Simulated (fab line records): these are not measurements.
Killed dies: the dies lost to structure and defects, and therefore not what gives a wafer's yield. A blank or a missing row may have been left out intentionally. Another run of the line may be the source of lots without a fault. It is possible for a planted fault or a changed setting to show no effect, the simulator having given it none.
Split-lot experiment ; flow n5_finfet ; 21 wafers read from 7 lots, route of 1938 steps

== THE SPLIT ==
At N5_BEOL_M3_COAT_61 (time 60 s, resist thk 60 nm), the setting spin_rpm was moved away from the recipe's 1500 rpm on 7 of the 21 wafers read, by -8.9% to +10.1%. The other wafers ran this setting at the recipe's value.

== FROM THE SPLIT TO THE READING: what the file shows between them, 12 steps ==
- N5_BEOL_M3_COAT_05: resist thk 30 nm (also split here: spin_rpm)
- N5_BEOL_M3_EBR_07
- N5_BEOL_M3_SOFTBAKE_06: time 60 s
- N5_BEOL_M3_EXPOSE_08: exposes mask M3
- N5_BEOL_M3_PEB_09: peb time 60 s
- N5_BEOL_M3_DEVELOP_10: develop time 30 s
- N5_BEOL_M3_ETCH_74: etches underlayer in N2/H2, target depth 6.5 nm, time 5.2 s
- N5_BEOL_M3_ETCH_63: etches SiARC in CF4, target depth 15.6 nm, time 26 s
- N5_BEOL_M3_ETCH_64: etches SOC in N2/H2, target depth 75 nm, overetch 15 nm, time 112.5 s
- N5_BEOL_M3_STRIP_65: strips in N2/H2
- N5_BEOL_M3_STRIP_75: strips in N2/H2
- N5_BEOL_M3_STRIP_66: strips in CF4

== THE READING ==
SOC_of_BEOL_M3_COAT_61.thk_nm (the simulator's own value, which no gauge read), in nm, at N5_BEOL_M3_HM_OPEN_17 (chemistry Cl2/BCl3, target TiN, target depth 20 nm, overetch 6 nm). There is no usual value for it anywhere in the file. Average 52.1 nm, standard deviation 0.29 nm, over the 14 wafers here run with the recipe.

wafer;tool, chamber at the split;spin_rpm as run, rpm;against the recipe;SOC_of_BEOL_M3_COAT_61.thk_nm, nm;against lot-mates on the recipe
L075.1;litho_track-05, 0;1366;-8.9%;55.4;+3.4
L075.4;litho_track-05, 0;1366;-8.9%;55.4;+3.4
L075.6;litho_track-05, 0;1500;recipe;52;-
L076.1;litho_track-03, 0;1500;recipe;52;-
L076.2;litho_track-03, 0;1500;recipe;52.2;-
L076.5;litho_track-03, 0;1500;recipe;52.6;-
L084.1;litho_track-05, 0;1500;recipe;51.8;-
L084.5;litho_track-05, 0;1555;+3.7%;50.6;-1.5
L084.6;litho_track-05, 0;1500;recipe;52.4;-
L089.3;litho_track-05, 0;1500;recipe;52;-
L089.5;litho_track-05, 0;1500;recipe;52;-
L089.6;litho_track-05, 0;1500;recipe;52.4;-
L094.1;litho_track-03, 0;1500;recipe;52.6;-
L094.4;litho_track-03, 0;1652;+10.1%;49.8;-2.8
L094.6;litho_track-03, 0;1652;+10.1%;49.4;-3.2
L095.4;litho_track-03, 0;1500;recipe;51.8;-
L095.5;litho_track-03, 0;1500;recipe;51.8;-
L095.6;litho_track-03, 0;1500;recipe;51.8;-
L097.4;litho_track-02, 0;1448;-3.5%;52.8;+1.0
L097.5;litho_track-02, 0;1448;-3.5%;53.6;+1.8
L097.6;litho_track-02, 0;1500;recipe;51.8;-

FIT RESULTS
A straight line over all 21 wafers: SOC_of_BEOL_M3_COAT_61.thk_nm changes by -0.305 nm for each +1% of spin_rpm; r = -0.96; the points scatter about the line by 0.39 nm.
The same after taking each lot's own level away (the mean of its wafers on the recipe; 21 wafers): -0.34 nm for each +1%; r = -0.98; scatter 0.28 nm.
According to that fit, moving spin_rpm by its largest amount changes the reading by 3.4 nm.
From 51.80 to 52.60 nm: that is the span of the lots' own levels, equal to 2.8 times the standard deviation above.
So the lot-to-lot level changes the slope: the two fits differ.
Check: -3.6 nm against its lot-mates is what the line predicts for one of the wafers moved furthest among these (+10.1%) when that wafer is left out of the fit. It came out at -2.8 nm against them.

== FURTHER SPLITS ON THESE WAFERS ==
These wafers also went through other splits before the reading. Each is held against what the fit with the lots' levels taken away leaves over:
other split on the same wafers;wafers away from the commonest value;r with SOC_of_BEOL_M3_COAT_61.thk_nm (lot level and that fit taken away)
N5_BEOL_M2_COAT_62 spin_rpm;7;+0.58
N5_BEOL_M3_COAT_05 spin_rpm;9;-0.22

== THE WHOLE CHAIN: every reading that the file lists as answering this split, in the file's order ==
step;what it does;reading;change (the file's fit);r (the file's)
N5_BEOL_M3_COAT_61;time 60 s, resist thk 60 nm;SOC_of_BEOL_M3_COAT_61.thk_nm (the simulator's own value, which no gauge read);-0.303 nm for each +1% of the setting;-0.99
N5_BEOL_M3_ETCH_64;etches SOC in N2/H2, target depth 75 nm, overetch 15 nm, time 112.5 s;etch.depth_nm (the simulator's own value, which no gauge read);-0.304 nm for each +1% of the setting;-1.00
N5_BEOL_M3_HM_OPEN_17;chemistry Cl2/BCl3, target TiN, target depth 20 nm, overetch 6 nm;SOC_of_BEOL_M3_COAT_61.thk_nm (the simulator's own value, which no gauge read);-0.342 nm for each +1% of the setting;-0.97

== THE FILE'S OWN FIT ==
SOC_of_BEOL_M3_COAT_61.thk_nm changes by -0.342 nm for each +1% of spin_rpm, r = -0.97.
